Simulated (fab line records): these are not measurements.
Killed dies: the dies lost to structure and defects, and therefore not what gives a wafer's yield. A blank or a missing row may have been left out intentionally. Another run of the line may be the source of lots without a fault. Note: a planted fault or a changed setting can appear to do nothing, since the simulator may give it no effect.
fab line records	flow nandHarc
record lots=7	wafers=21	lastDay=31
route steps=1302 shown A_SLIT@927 END@1302
lots untouched by any fault: they come from a run of this same line in which no faults occurred
startH: hours from the record's opening day to when the first of the lot's shown wafers began	waitH: hours elapsed since this lot's preceding step	" repeats the value in the row above	L1.1+2: a single row standing in for several wafers	- no value present, or no start provided	* or withheld: withheld	< > ~ a bound
route shown NAME@n: names a module that has steps shown in the file, with the first one's number in the route	usual: mean and standard deviation over wafers with no fault	same: alike in all rows	chamber/n: place in a boat	sites: each site's reading	_std_site: how widely they spread, as a standard deviation	_edge_site: inner sites' mean taken away from outer sites' mean	radiusMm: for every site, how far away it sits from the centre of the wafer	mask NAME#n: copy n	behind: tool/chamber where the wafer was last shaped	hold: what put the lot on hold/how long, in hours/how the hold closed	device: whichever transistor did not switch (one of n, p or np)	end of line: at the end of the route, the tests of the same wafers	where a step has no rows: the recipe by itself	killed: dies lost to structure and defects at the first sort, not the wafer's yield	map: shows each die of a wafer: x if killed, . if not, _ if none is there
set.NAME: the setting the step ran with; set.NAME@STEP: the setting that earlier step ran with	model.NAME: the simulator's own value behind a step, which no gauge read
a table for each step, a row for each wafer; lots at some steps of the route
services: from which hour (startH, from the record's first day; less than 0 if before it) a tool's chamber was out of use, for how many hours, and why
## steps
# step NHARC_A_SLIT_COAT_03
# recipe spinRpm=1500	resistThkNm=90
# step NHARC_A_SLIT_SOFTBAKE_04
# recipe tempC=105	timeS=55
# step NHARC_A_SLIT_EBR_05
# step NHARC_A_SLIT_EXPOSE_06
# recipe na=1.35	doseMj=60.82	maskId=SLIT
# step NHARC_A_SLIT_PEB_07
# recipe pebTempC=100	pebTimeS=65
# step NHARC_A_SLIT_DEVELOP_08
# recipe developTimeS=35	devTempC=23
# step NHARC_A_SLIT_CD_MEAS_09
# recipe targetCdNm=300	landingEnergyEv=500
# usual cdNm=300.1/0.62
lot.wafer	tool	chamber	startH	waitH	cdNm
L892.1	cdSem-02	0	509.90	-	300.8
L892.2	"	0	"	"	299.7
L892.6	"	0	"	"	299.8
L894.2	cdSem-02	0	514.29	-	298.9
L894.3	"	0	"	"	299.9
L894.5	"	0	"	"	299.7
L895.2	cdSem-01	0	533.15	-	300.3
L895.4	"	0	"	"	299.9
L895.6	"	0	"	"	299.3
L897.2	cdSem-01	0	566.47	-	299.5
L897.3	"	0	"	"	300.5
L897.4	"	0	"	"	300.5
L899.1	cdSem-01	0	596.48	-	299.4
L899.3	"	0	"	"	299.4
L899.5	"	0	"	"	299.7
L905.3	cdSem-03	0	619.99	-	300.8
L905.4	"	0	"	"	300.9
L905.6	"	0	"	"	301.0
L904.1	cdSem-02	0	626.77	-	299.4
L904.3	"	0	"	"	299.2
L904.4	"	0	"	"	299.3
# step NHARC_A_SLIT_OVL_MEAS_10
# usual overlayXNm=0.2/0.78	overlayYNm=0.0/0.91
lot.wafer	tool	chamber	startH	waitH	overlayXNm	overlayYNm
L892.1	overlay-01	-	509.98	-	-0.3	-1.0
L892.2	"	-	"	"	-0.7	-0.8
L892.6	"	-	"	"	-0.6	-0.4
L894.2	overlay-02	-	514.37	-	0.4	-0.7
L894.3	"	-	"	"	0.9	-0.2
L894.5	"	-	"	"	0.6	-0.2
L895.2	overlay-01	-	533.24	-	0.2	-1.2
L895.4	"	-	"	"	0.5	-0.7
L895.6	"	-	"	"	0.6	-0.3
L897.2	overlay-01	-	566.56	-	0.2	0.9
L897.3	"	-	"	"	0.2	1.3
L897.4	"	-	"	"	0.2	1.5
L899.1	overlay-01	-	596.57	-	0.3	0.2
L899.3	"	-	"	"	0.4	-0.3
L899.5	"	-	"	"	0.7	0.4
L905.3	overlay-02	-	620.08	-	-0.6	-1.2
L905.4	"	-	"	"	-1.4	-1.3
L905.6	"	-	"	"	-0.4	-0.8
L904.1	overlay-01	-	626.86	-	0.6	0.6
L904.3	"	-	"	"	1.0	1.0
L904.4	"	-	"	"	1.0	0.9
# step NHARC_A_SLIT_INSPECT_11
# usual rawDefectCount=58/32
lot.wafer	tool	chamber	startH	waitH	rawDefectCount
L892.1	defectInspect-01	-	510.02	0.0	71
L892.2	"	-	"	"	58
L892.6	"	-	"	"	76
L894.2	defectInspect-01	-	514.41	0.0	20
L894.3	"	-	"	"	22
L894.5	"	-	"	"	21
L895.2	defectInspect-02	-	533.28	0.0	113
L895.4	"	-	"	"	114
L895.6	"	-	"	"	109
L897.2	defectInspect-01	-	566.60	0.0	58
L897.3	"	-	"	"	67
L897.4	"	-	"	"	67
L899.1	defectInspect-01	-	596.61	0.0	85
L899.3	"	-	"	"	69
L899.5	"	-	"	"	77
L905.3	defectInspect-01	-	620.11	0.0	27
L905.4	"	-	"	"	19
L905.6	"	-	"	"	17
L904.1	defectInspect-01	-	626.90	0.0	84
L904.3	"	-	"	"	87
L904.4	"	-	"	"	92
# step NHARC_A_SLIT_DESCUM_14
# recipe timeS=3	o2FlowSccm=200	arFlowSccm=0	biasPowerW=0	chemistry=O2
# usual drypumpMotorCurrentA=5.4/0.35	oesProductAu=1.002/0.011	rfVppV=57.7/0.85	showerheadPlenumPTorr=1.92/0.078	throttleValvePct=11.311/0.0087
# same timeS=3
lot.wafer	tool	chamber	startH	waitH	drypumpMotorCurrentA	oesProductAu	rfHoursCounterH	rfVppV	showerheadPlenumPTorr	throttleValvePct
L892.2	rieDiel-02	0	510.08	0.1	5.3	1.003	5.9	59.1	2.00	11.300
L892.1	"	3	"	"	5.3	1.004	5.3	58.9	1.99	11.304
L892.6	"	0	"	"	5.3	0.999	-	59.7	2.00	11.307
L894.3	rieDiel-08	0	514.47	0.1	5.9	0.989	7.2	56.3	1.81	11.310
L894.2	"	1	"	"	4.9	0.986	7.1	56.7	1.82	11.321
L894.5	"	0	"	"	5.9	0.997	-	56.7	1.81	11.316
L895.4	rieDiel-12	3	533.34	0.1	6.0	1.018	2.8	58.5	1.97	11.307
L895.2	"	1	"	"	5.2	1.004	2.9	57.7	1.82	11.318
L895.6	"	3	"	"	6.1	1.005	-	57.4	1.97	11.309
L897.4	rieDiel-08	2	566.66	0.1	5.4	0.998	0.7	58.0	1.78	11.294
L897.3	"	3	"	"	6.0	1.002	0.8	58.4	1.94	11.304
L897.2	"	0	"	"	5.9	0.998	0.8	58.5	1.81	11.307
L899.3	rieDiel-08	1	596.69	0.1	4.9	0.985	3.8	57.8	1.82	11.320
L899.1	"	2	"	"	5.4	1.003	4.0	57.2	1.78	11.309
L899.5	"	0	"	"	5.9	1.004	-	58.4	1.81	11.300
L905.3	rieDiel-02	3	620.18	0.1	5.3	1.025	4.1	58.0	1.99	11.312
L905.4	"	1	"	"	5.7	0.983	4.0	58.7	1.93	11.310
L905.6	"	3	"	"	5.3	1.020	-	58.6	1.99	11.311
L904.3	rieDiel-02	3	626.96	0.1	5.3	1.009	4.5	58.4	1.99	11.302
L904.1	"	0	"	"	5.3	1.001	5.0	58.1	1.99	11.312
L904.4	"	1	"	"	5.7	0.985	4.9	57.2	1.93	11.316
# step NHARC_A_SLIT_ETCH_24
# recipe targetDepthA=1210	timeS=60.5	cf4FlowSccm=100	chf3FlowSccm=30	arFlowSccm=0	rfW=500	biasW=200	chemistry=CF4/CHF3
# usual biasW=200.1/0.66	cf4FlowSccm=100.0/0.3	drypumpMotorCurrentA=5.4/0.37	oesProductAu=0.965/0.018	rfVppV=370.9/2.2	showerheadPlenumPTorr=1.58/0.06	throttleValvePct=16.802/0.01
# same timeS=60.5
lot.wafer	tool	chamber	startH	waitH	biasW	cf4FlowSccm	drypumpMotorCurrentA	oesProductAu	rfHoursCounterH	rfVppV	showerheadPlenumPTorr	throttleValvePct
L892.2	rieDiel-02	3	510.17	0.1	200.3	100.1	5.2	0.975	5.3	372.2	1.63	16.791
L892.1	"	0	"	"	200.5	100.5	5.2	0.949	5.9	373.0	1.64	16.830
L892.6	"	3	"	"	200.5	100.5	5.3	0.968	-	373.1	1.63	16.812
L894.3	rieDiel-08	3	514.57	0.1	200.7	100.1	6.0	0.980	7.4	370.7	1.59	16.804
L894.2	"	0	"	"	200.6	100.4	5.9	0.963	7.2	367.3	1.49	16.802
L894.5	"	1	"	"	199.9	100.4	4.9	0.945	-	368.1	1.50	16.811
L895.4	rieDiel-12	3	533.42	0.1	200.2	99.7	6.0	0.959	2.8	371.6	1.62	16.780
L895.2	"	0	"	"	200.2	100.1	5.7	0.985	3.2	368.8	1.52	16.796
L895.6	"	3	"	"	200.1	99.8	6.0	0.966	-	372.4	1.62	16.809
L897.2	rieDiel-08	2	566.74	0.1	200.3	99.9	5.4	0.957	0.7	368.1	1.47	16.806
L897.4	"	0	"	"	199.6	99.8	5.9	0.980	0.8	368.7	1.49	16.789
L897.3	"	1	"	"	200.7	99.8	4.9	0.965	0.7	366.8	1.50	16.806
L899.1	rieDiel-08	3	596.76	0.1	199.3	99.6	6.1	0.953	4.2	372.1	1.59	16.786
L899.3	"	2	"	"	200.4	99.4	5.4	0.990	4.0	366.9	1.47	16.821
L899.5	"	3	"	"	199.4	100.1	6.1	0.960	-	371.9	1.59	16.799
L905.3	rieDiel-02	0	620.26	0.1	200.1	100.2	5.3	0.995	4.1	372.8	1.64	16.798
L905.4	"	2	"	"	200.2	99.7	4.9	0.971	4.0	374.5	1.63	16.805
L905.6	"	0	"	"	201.0	99.4	5.2	0.986	-	371.5	1.64	16.815
L904.4	rieDiel-02	0	627.05	0.1	199.2	99.7	5.3	0.963	5.0	372.8	1.64	16.815
L904.3	"	1	"	"	199.9	100.0	5.7	0.964	4.9	370.4	1.59	16.808
L904.1	"	2	"	"	201.4	100.0	4.9	0.992	4.4	372.4	1.63	16.791
# step NHARC_A_SLIT_ETCH_15
# recipe targetDepthA=62000	overEtchFrac=0.3	timeS=1612	ionEnergyEv=150	o2FlowSccm=400	cosFlowSccm=20	arFlowSccm=0	rfW=500	biasW=300	chemistry=O2/COS
# usual biasW=300.1/1	chamberPressureMTorr=19.999/0.019	drypumpMotorCurrentA=5.4/0.37	oesProductAu=1.002/0.011	rfVppV=314.4/1.9	showerheadPlenumPTorr=3.14/0.12	throttleValvePct=28.330/0.0087
# same timeS=1612
lot.wafer	tool	chamber	startH	waitH	biasW	chamberPressureMTorr	drypumpMotorCurrentA	oesProductAu	rfHoursCounterH	rfVppV	showerheadPlenumPTorr	throttleValvePct
L892.2	rieDiel-02	2	-	-	299.8	20.001	4.9	1.011	5.4	315.2	3.24	28.342
L892.1	"	1	"	"	301.2	19.988	5.7	0.991	6.1	315.8	3.16	28.329
L892.6	"	2	"	"	299.3	19.961	4.8	1.006	-	316.0	3.24	28.334
L894.3	rieDiel-08	0	-	-	298.6	20.004	5.9	0.994	7.5	312.2	2.96	28.339
L894.2	"	2	"	"	300.3	19.993	5.4	0.996	8.0	310.1	2.92	28.328
L894.5	"	3	"	"	300.4	19.992	6.1	1.006	-	315.1	3.16	28.335
L895.4	rieDiel-12	2	-	-	301.8	19.985	5.2	1.005	3.3	313.4	3.12	28.337
L895.2	"	1	"	"	298.5	20.021	5.2	0.996	3.2	310.8	2.98	28.308
L895.6	"	2	"	"	301.2	19.990	5.2	1.013	-	315.3	3.12	28.327
L897.3	rieDiel-08	3	-	-	301.6	20.012	6.1	1.002	1.0	315.3	3.16	28.321
L897.4	"	0	"	"	300.4	20.008	5.9	0.994	1.0	312.2	2.96	28.340
L897.2	"	2	"	"	301.7	20.004	5.4	1.009	0.9	310.2	2.91	28.328
L899.3	rieDiel-08	2	-	-	300.7	20.010	5.4	0.997	4.3	309.4	2.91	28.328
L899.1	"	3	"	"	300.3	19.974	6.1	0.990	4.4	315.4	3.16	28.340
L899.5	"	2	"	"	300.7	19.977	5.4	1.004	-	310.8	2.91	28.319
L905.4	rieDiel-02	1	-	-	298.5	20.007	5.7	0.980	4.2	312.6	3.15	28.321
L905.3	"	2	"	"	299.5	19.971	4.9	1.007	4.2	314.6	3.24	28.338
L905.6	"	0	"	"	297.5	19.999	5.3	0.998	-	313.9	3.25	28.330
L904.3	rieDiel-02	0	-	-	299.9	19.990	5.2	1.023	5.3	314.8	3.25	28.327
L904.4	"	1	"	"	299.1	20.011	5.7	0.980	5.1	315.7	3.15	28.339
L904.1	"	2	"	"	300.6	19.980	4.9	1.014	4.7	315.7	3.24	28.330
# step NHARC_A_SLIT_ETCH_17
# recipe biasV=900	sourceW=withheld	pressureMtorr=20	arFlowSccm=375	c4f8FlowSccm=83.3	o2FlowSccm=41.7	timeS=4254.5	targetDepthA=2.03e+05	chemistry=C4F8/O2/Ar
# usual c4f8FlowSccm=83.30/0.27	chamberPressureMTorr=19.998/0.019	drypumpMotorCurrentA=5.6/0.41	showerheadPlenumPTorr=3.67/0.17	throttleValvePct=32.046/0.0092	timeS=4254.5/0
lot.wafer	tool	chamber	startH	waitH	c4f8FlowSccm	chamberPressureMTorr	drypumpMotorCurrentA	rfHoursCounterH	showerheadPlenumPTorr	throttleValvePct	timeS
L892.2	harEtch-02	0	512.22	-	83.23	19.972	5.1	66	3.67	32.047	4254.5
L892.1	"	1	"	"	83.54	19.946	5.8	66	3.90	32.047	4254.5
L892.6	"	0	514.70	-	83.18	19.984	5.1	-	3.67	32.049	4254.5
L894.2	harEtch-01	0	515.72	-	82.83	19.980	5.2	268	3.44	32.065	4254.5
L894.3	"	0	516.93	-	83.24	19.991	5.2	-	3.44	32.057	4254.5
L894.5	"	1	518.75	-	82.59	19.978	6.1	-	3.64	32.042	4254.5
L895.2	harEtch-01	1	535.12	-	83.31	19.997	6.1	283	3.63	32.048	4254.5
L895.4	"	0	536.94	-	83.33	20.004	5.3	-	3.43	32.045	4254.5
L895.6	"	0	538.15	-	83.14	19.996	5.2	-	3.43	32.058	4254.5
L897.2	harEtch-02	0	568.52	-	83.40	20.014	5.1	96	3.66	32.041	4254.5
L897.3	"	1	"	"	82.95	19.997	5.7	-	3.89	32.038	4254.5
L897.4	"	0	"	"	83.64	19.987	5.1	-	3.66	32.030	4254.5
L899.1	harEtch-02	0	600.91	-	-	-	-	-	-	-	-
L899.3	"	1	602.73	-	-	-	-	-	-	-	-
L899.5	"	1	603.95	-	-	-	-	-	-	-	-
L905.3	harEtch-01	0	622.65	-	-	-	-	-	-	-	-
L905.4	"	1	"	"	-	-	-	-	-	-	-
L905.6	"	0	"	"	-	-	-	-	-	-	-
L904.1	harEtch-01	1	633.61	-	-	-	-	-	-	-	-
L904.3	"	1	634.84	-	-	-	-	-	-	-	-
L904.4	"	0	"	"	-	-	-	-	-	-	-
# step NHARC_A_SLIT_ETCH_26
# recipe biasV=400	sourceW=2000	pressureMtorr=25	timeS=90	arFlowSccm=375	c4f8FlowSccm=41.7	o2FlowSccm=83.3	targetDepthA=4000	chemistry=C4F8/O2/Ar
# usual biasV=400/4	c4f8FlowSccm=41.70/0.12	drypumpMotorCurrentA=5.6/0.41	showerheadPlenumPTorr=3.70/0.17	throttleValvePct=27.620/0.0098
# same timeS=90
lot.wafer	tool	chamber	startH	waitH	biasV	c4f8FlowSccm	drypumpMotorCurrentA	rfHoursCounterH	showerheadPlenumPTorr	throttleValvePct
L892.2	harEtch-02	0	515.94	3.1	398	41.70	5.1	69	3.70	27.622
L892.1	"	1	"	"	401	41.75	5.7	69	3.94	27.626
L892.6	"	0	"	"	402	41.79	5.1	-	3.70	27.621
L894.2	harEtch-01	0	519.35	3.0	400	41.76	5.3	271	3.46	27.611
L894.3	"	0	"	"	399	41.98	5.2	-	3.46	27.606
L894.5	"	1	"	"	398	41.74	6.1	-	3.67	27.640
L895.2	harEtch-01	1	538.76	3.0	397	41.68	6.1	286	3.66	27.613
L895.4	"	0	"	"	403	41.64	5.2	-	3.45	27.605
L895.6	"	0	"	"	399	41.68	5.2	-	3.45	27.622
L897.2	harEtch-02	0	571.56	2.4	407	41.57	5.1	99	3.69	27.616
L897.3	"	1	"	"	397	41.78	5.8	-	3.92	27.628
L897.4	"	0	"	"	401	41.56	5.1	-	3.69	27.618
L899.1	harEtch-02	0	604.56	3.0	397	41.47	5.1	125	3.67	27.607
L899.3	"	1	"	"	404	41.70	5.8	-	3.91	27.628
L899.5	"	1	"	"	404	41.54	5.8	-	3.91	27.640
L905.3	harEtch-01	0	625.18	1.9	397	41.74	5.2	-	3.43	27.613
L905.4	"	1	"	"	397	41.51	6.1	-	3.64	27.611
L905.6	"	0	"	"	398	41.84	5.2	-	3.43	27.609
L904.1	harEtch-01	1	637.30	3.1	393	41.59	6.1	343	3.63	27.631
L904.3	"	1	"	"	396	41.64	6.1	-	3.63	27.618
L904.4	"	0	"	"	395	41.75	5.2	-	3.42	27.617
# step NHARC_END_SORT_01
# recipe tempC=25
# usual killedAtArray=54/21	killedAtOther=0.9/1.1	killedAtPeriphery=3.5/2.5	killedDies=58/21	killedOpen=3.3/1.9	killedShort=2.6/1.8
# same grossDies=677
lot.wafer	tool	chamber	startH	waitH	killedAtArray	killedAtOther	killedAtPeriphery	killedDies	killedOpen	killedShort
L897.2	prober-01	0	675.24	2.8	38	0	1	39	3	0
L897.4	prober-01	0	676.85	3.4	50	0	4	54	6	3
L899.1	prober-02	0	715.95	2.5	664	0	13	677	9	6
L899.3	prober-02	0	717.57	3.1	670	0	7	677	1	3
L899.5	prober-02	0	719.18	3.7	669	0	8	677	2	7
L905.3	prober-02	0	733.76	3.1	667	5	5	677	6	4
L905.4	prober-02	0	734.56	3.4	673	1	3	677	2	8
L905.6	prober-02	0	736.15	4.0	676	0	1	677	5	2
L904.1	prober-01	0	742.94	2.5	673	1	3	677	2	4
L904.3	prober-01	0	744.53	3.1	669	1	7	677	3	1
L904.4	prober-01	0	745.32	3.4	670	2	5	677	3	5
# killed by level:class
L897.2 A_CHANNEL_HOLE_D1:chamberFilmFlake=28 A_CONTACT:chamberFilmFlake=4 A_CHANNEL_FILL_D2:geometricParticle:open=1 A_BLC:geometricParticle:open=1 A_M0:geometricParticle:open=1 P_ZERO_WELL:chamberFilmFlake=1 A_ZERO_WELL:chamberFilmFlake=1 A_SLIT:chamberFilmFlake=1
L897.4 A_CHANNEL_HOLE_D1:chamberFilmFlake=33 A_CONTACT:chamberFilmFlake=6 A_STAIRCASE:chamberFilmFlake=3 P_CONTACT:geometricParticle:open=2 A_CHANNEL_FILL_D1:geometricParticle:open=2 A_ONON_D2:geometricParticle:open=2 P_ZERO_WELL:chamberFilmFlake=2 A_CHANNEL_HOLE_D2:geometricParticle:short=1
L899.1 A_SLIT:areaEtch=594 A_CHANNEL_HOLE_D1:chamberFilmFlake=34 A_CHANNEL_HOLE_D2:chamberFilmFlake=12 P_GATE:chamberFilmFlake=4 A_WL_FILL:chamberFilmFlake=4 A_M0:geometricParticle:open=3 P_M1:chamberFilmFlake=3 A_ZERO_WELL:chamberFilmFlake=3
L899.3 A_SLIT:areaEtch=611 A_CHANNEL_HOLE_D1:chamberFilmFlake=27 A_CHANNEL_HOLE_D2:chamberFilmFlake=21 P_GATE:chamberFilmFlake=3 A_SLIT:chamberFilmFlake=3 P_ZERO_WELL:chamberFilmFlake=2 A_STAIRCASE:chamberFilmFlake=2 P_M0:geometricParticle:short=1
L899.5 A_SLIT:areaEtch=602 A_CHANNEL_HOLE_D1:chamberFilmFlake=31 A_CHANNEL_HOLE_D2:chamberFilmFlake=17 A_WL_FILL:geometricParticle:short=3 P_M1:chamberFilmFlake=3 A_STAIRCASE:chamberFilmFlake=3 A_SLIT:chamberFilmFlake=3 P_M0:geometricParticle:short=2
L905.3 A_SLIT:areaEtch=598 A_SLIT:chamberFilmFlake=34 A_CHANNEL_HOLE_D1:chamberFilmFlake=9 A_CONTACT:chamberFilmFlake=9 P_BONDPAD:chamberFilmFlake=5 A_STAIRCASE:chamberFilmFlake=4 A_DECK1_JOINT:chamberFilmFlake=3 THIN_TSV:chamberFilmFlake=3
L905.4 A_SLIT:areaEtch=624 A_SLIT:chamberFilmFlake=17 A_CONTACT:chamberFilmFlake=11 A_CHANNEL_HOLE_D1:chamberFilmFlake=8 A_WL_FILL:geometricParticle:short=3 A_CHANNEL_FILL_D2:geometricParticle:short=2 P_BONDPAD:chamberFilmFlake=2 A_SGD_CUT:chamberFilmFlake=2
L905.6 A_SLIT:areaEtch=616 A_SLIT:chamberFilmFlake=33 A_CONTACT:chamberFilmFlake=10 A_CHANNEL_HOLE_D1:chamberFilmFlake=7 P_BONDPAD:chamberFilmFlake=1 A_SOURCE_PLATE:geometricParticle:open=1 A_CHANNEL_HOLE_D1:geometricParticle:open=1 A_CHANNEL_HOLE_D1:geometricParticle:short=1
L904.1 A_SLIT:areaEtch=605 A_CHANNEL_HOLE_D1:chamberFilmFlake=31 A_SLIT:chamberFilmFlake=19 A_CHANNEL_HOLE_D2:chamberFilmFlake=7 A_STAIRCASE:chamberFilmFlake=3 P_M0:geometricParticle:short=2 A_CONTACT:chamberFilmFlake=2 A_ONON_D1:geometricParticle:short=1
L904.3 A_SLIT:areaEtch=579 A_CHANNEL_HOLE_D1:chamberFilmFlake=34 A_SLIT:chamberFilmFlake=24 A_CHANNEL_HOLE_D2:chamberFilmFlake=22 P_GATE:chamberFilmFlake=3 P_BONDPAD:chamberFilmFlake=3 A_STAIRCASE:chamberFilmFlake=3 A_CONTACT:chamberFilmFlake=2
L904.4 A_SLIT:areaEtch=573 A_SLIT:chamberFilmFlake=30 A_CHANNEL_HOLE_D1:chamberFilmFlake=28 A_CHANNEL_HOLE_D2:chamberFilmFlake=18 A_CONTACT:chamberFilmFlake=6 P_BONDPAD:chamberFilmFlake=3 A_STAIRCASE:chamberFilmFlake=3 A_DECK1_JOINT:geometricParticle:short=2
# map L899.1 (x killed, . not)
____________x____________
_________xxxxxxx_________
_______xxxxxxxxxxx_______
______xxxxxxxxxxxxx______
_____xxxxxxxxxxxxxxx_____
____xxxxxxxxxxxxxxxxx____
____xxxxxxxxxxxxxxxxx____
___xxxxxxxxxxxxxxxxxxx___
___xxxxxxxxxxxxxxxxxxx___
__xxxxxxxxxxxxxxxxxxxxx__
__xxxxxxxxxxxxxxxxxxxxx__
_xxxxxxxxxxxxxxxxxxxxxxx_
_xxxxxxxxxxxxxxxxxxxxxxx_
_xxxxxxxxxxxxxxxxxxxxxxx_
_xxxxxxxxxxxxxxxxxxxxxxx_
_xxxxxxxxxxxxxxxxxxxxxxx_
xxxxxxxxxxxxxxxxxxxxxxxxx
xxxxxxxxxxxxxxxxxxxxxxxxx
xxxxxxxxxxxxxxxxxxxxxxxxx
xxxxxxxxxxxxxxxxxxxxxxxxx
xxxxxxxxxxxxxxxxxxxxxxxxx
_xxxxxxxxxxxxxxxxxxxxxxx_
_xxxxxxxxxxxxxxxxxxxxxxx_
_xxxxxxxxxxxxxxxxxxxxxxx_
_xxxxxxxxxxxxxxxxxxxxxxx_
_xxxxxxxxxxxxxxxxxxxxxxx_
__xxxxxxxxxxxxxxxxxxxxx__
__xxxxxxxxxxxxxxxxxxxxx__
___xxxxxxxxxxxxxxxxxxx___
___xxxxxxxxxxxxxxxxxxx___
____xxxxxxxxxxxxxxxxx____
____xxxxxxxxxxxxxxxxx____
_____xxxxxxxxxxxxxxx_____
______xxxxxxxxxxxxx______
_______xxxxxxxxxxx_______
_________xxxxxxx_________
____________x____________
# map L904.1 (x killed, . not)
____________x____________
_________xxxxxxx_________
_______xxxxxxxxxxx_______
______xxxxxxxxxxxxx______
_____xxxxxxxxxxxxxxx_____
____xxxxxxxxxxxxxxxxx____
____xxxxxxxxxxxxxxxxx____
___xxxxxxxxxxxxxxxxxxx___
___xxxxxxxxxxxxxxxxxxx___
__xxxxxxxxxxxxxxxxxxxxx__
__xxxxxxxxxxxxxxxxxxxxx__
_xxxxxxxxxxxxxxxxxxxxxxx_
_xxxxxxxxxxxxxxxxxxxxxxx_
_xxxxxxxxxxxxxxxxxxxxxxx_
_xxxxxxxxxxxxxxxxxxxxxxx_
_xxxxxxxxxxxxxxxxxxxxxxx_
xxxxxxxxxxxxxxxxxxxxxxxxx
xxxxxxxxxxxxxxxxxxxxxxxxx
xxxxxxxxxxxxxxxxxxxxxxxxx
xxxxxxxxxxxxxxxxxxxxxxxxx
xxxxxxxxxxxxxxxxxxxxxxxxx
_xxxxxxxxxxxxxxxxxxxxxxx_
_xxxxxxxxxxxxxxxxxxxxxxx_
_xxxxxxxxxxxxxxxxxxxxxxx_
_xxxxxxxxxxxxxxxxxxxxxxx_
_xxxxxxxxxxxxxxxxxxxxxxx_
__xxxxxxxxxxxxxxxxxxxxx__
__xxxxxxxxxxxxxxxxxxxxx__
___xxxxxxxxxxxxxxxxxxx___
___xxxxxxxxxxxxxxxxxxx___
____xxxxxxxxxxxxxxxxx____
____xxxxxxxxxxxxxxxxx____
_____xxxxxxxxxxxxxxx_____
______xxxxxxxxxxxxx______
_______xxxxxxxxxxx_______
_________xxxxxxx_________
____________x____________
## services
tool	chamber	startH	hours	kind
rieDiel-08	0	499.47	-	clean
rieDiel-08	1	499.47	-	clean
rieDiel-08	2	499.47	-	clean
rieDiel-08	3	499.47	-	clean
rieDiel-02	0	500.70	-	clean
rieDiel-02	1	500.70	-	clean
rieDiel-02	2	500.70	-	clean
rieDiel-02	3	500.70	-	clean
rieDiel-12	3	513.77	10.1	repair
rieDiel-08	0	523.97	-	clean
rieDiel-08	1	523.97	-	clean
rieDiel-08	2	523.97	-	clean
rieDiel-08	3	523.97	-	clean
rieDiel-02	0	525.23	-	clean
rieDiel-02	1	526.08	8.1	repair
rieDiel-08	-	544.80	9.0	pm
rieDiel-02	2	562.91	7.4	repair
rieDiel-12	1	564.14	1.3	repair
rieDiel-08	1	567.26	8.4	repair
rieDiel-02	-	570.70	9.0	pm
rieDiel-12	3	587.34	8.2	repair
rieDiel-12	2	593.61	5.2	repair
rieDiel-08	2	612.46	20.7	repair
rieDiel-12	-	622.45	9.0	pm
## key
firstSign step=NHARC_A_SLIT_ETCH_17	reading=toolRecord	direction=missing
effect step=NHARC_END_SORT_01	reading=killedDies	direction=up	sigmas=29	usual=58	struck=677
moreKillsBornAt NHARC_A_SLIT_ETCH_17@harEtch-01=3595	NHARC_A_SLIT_ETCH_17@harEtch-02=1807
metAt NHARC_A_SLIT_ETCH_17
struckWafers L899.1,L899.3,L899.5,L904.1,L904.3,L904.4,L905.3,L905.4,L905.6
laterRowsLeftOut L899.1,L899.3,L899.5,L904.1,L904.3,L904.4,L905.3,L905.4,L905.6
testerLeftOut L899,L904,L905
onsetBetween 568.52 600.91
fault kind=skippedStepWhole	tool=harEtch-01,harEtch-02	chamber=-	onsetH=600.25	steps=NHARC_A_SLIT_ETCH_17	scope=struckLotsOnly
# testerLeftOut: of these lots the tester's yield and bins aren't shown, on N5 and GAA mostly nor the transistor test; their killed dies are dies lost to structure and defects alone, not to doping, threshold or leakage, so they don't give the yield
# laterRowsLeftOut: the simulator's readings of these wafers behind a module that went badly wrong aren't trusted and aren't shown, but for the sort
